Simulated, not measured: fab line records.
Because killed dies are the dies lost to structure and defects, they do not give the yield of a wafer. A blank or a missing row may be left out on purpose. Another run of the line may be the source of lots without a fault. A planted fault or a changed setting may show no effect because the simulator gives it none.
Shared-tool check || flow nand harc || 3 lots, 9 wafers sampled

## THE REASON FOR OPENING IT
On 3 of the 3 lots, a flag is raised at NHARC_END_SORT_01 on the reading killed at periphery. Wafers without a fault read 3.4, standard deviation 2.1.
Rule: a lot is flagged when every wafer of it that has a number lies more than 4 standard deviations from that mean, or none has a number. As for the other lots, they are considered sound.

{"lot": "L143", "measured": "day 21 18:23", "on": "prober-01", "killed at periphery, wafer by wafer": "637 641 643", "flag": "FLAGGED"}
{"lot": "L148", "measured": "day 23 12:23", "on": "prober-02", "killed at periphery, wafer by wafer": "639 632 646", "flag": "FLAGGED"}
{"lot": "L151", "measured": "day 23 20:10", "on": "prober-02", "killed at periphery, wafer by wafer": "653 640 654", "flag": "FLAGGED"}
On average the flagged lots read 642.8, which is +639.4 against the usual, or +99 or more standard deviations.

## LOT BY LOT: THE TOOL USED
Before the reading, the record contains 2 process steps out of a 1159-step route. Cell contents, in order: the tool; ch with the chambers the sampled wafers went through; the start.
{"lot": "L143", "flag": "FLAGGED", "NHARC_P_GATE_RTA_64": "rtp anneal-01 ch 0, day 7 23:35", "NHARC_P_M0_DEP_00": "pecvd-01 ch 0,1,2, day 8 11:37"}
{"lot": "L148", "flag": "FLAGGED", "NHARC_P_GATE_RTA_64": "rtp anneal-02 ch 0, day 9 03:38", "NHARC_P_M0_DEP_00": "pecvd-03 ch 0,1,2, day 9 12:36"}
{"lot": "L151", "flag": "FLAGGED", "NHARC_P_GATE_RTA_64": "rtp anneal-01 ch 0, day 10 03:20", "NHARC_P_M0_DEP_00": "pecvd-03 ch 0,1, day 10 09:30"}
What is done by these steps:
- NHARC_P_GATE_RTA_64: time 1 s.
- NHARC_P_M0_DEP_00: deposits SiOC, target thk 150 nm.
- NHARC_END_SORT_01

## FLAGGED AGAINST TOTAL, ONE TOOL AT A TIME (gauges that did the reading follow at the end)
{"step": "NHARC_P_GATE_RTA_64", "tool": "rtp anneal-01", "lots run": 2, "flagged": 2, "share of the flagged lots": "some", "sound lots run after its first flagged lot": 0}
{"step": "NHARC_P_GATE_RTA_64", "tool": "rtp anneal-02", "lots run": 1, "flagged": 1, "share of the flagged lots": "some", "sound lots run after its first flagged lot": 0}
{"step": "NHARC_P_M0_DEP_00", "tool": "pecvd-01", "lots run": 1, "flagged": 1, "share of the flagged lots": "some", "sound lots run after its first flagged lot": 0}
{"step": "NHARC_P_M0_DEP_00", "tool": "pecvd-03", "lots run": 2, "flagged": 2, "share of the flagged lots": "some", "sound lots run after its first flagged lot": 0}
{"step": "NHARC_END_SORT_01", "tool": "prober-01", "lots run": 1, "flagged": 1, "share of the flagged lots": "some", "sound lots run after its first flagged lot": 0}
{"step": "NHARC_END_SORT_01", "tool": "prober-02", "lots run": 2, "flagged": 2, "share of the flagged lots": "some", "sound lots run after its first flagged lot": 0}

## THE TABLE: WHAT IT ALLOWS
No row of the table ran every flagged lot.

## WHAT HAD BEEN PUT IN BY THE SIMULATOR
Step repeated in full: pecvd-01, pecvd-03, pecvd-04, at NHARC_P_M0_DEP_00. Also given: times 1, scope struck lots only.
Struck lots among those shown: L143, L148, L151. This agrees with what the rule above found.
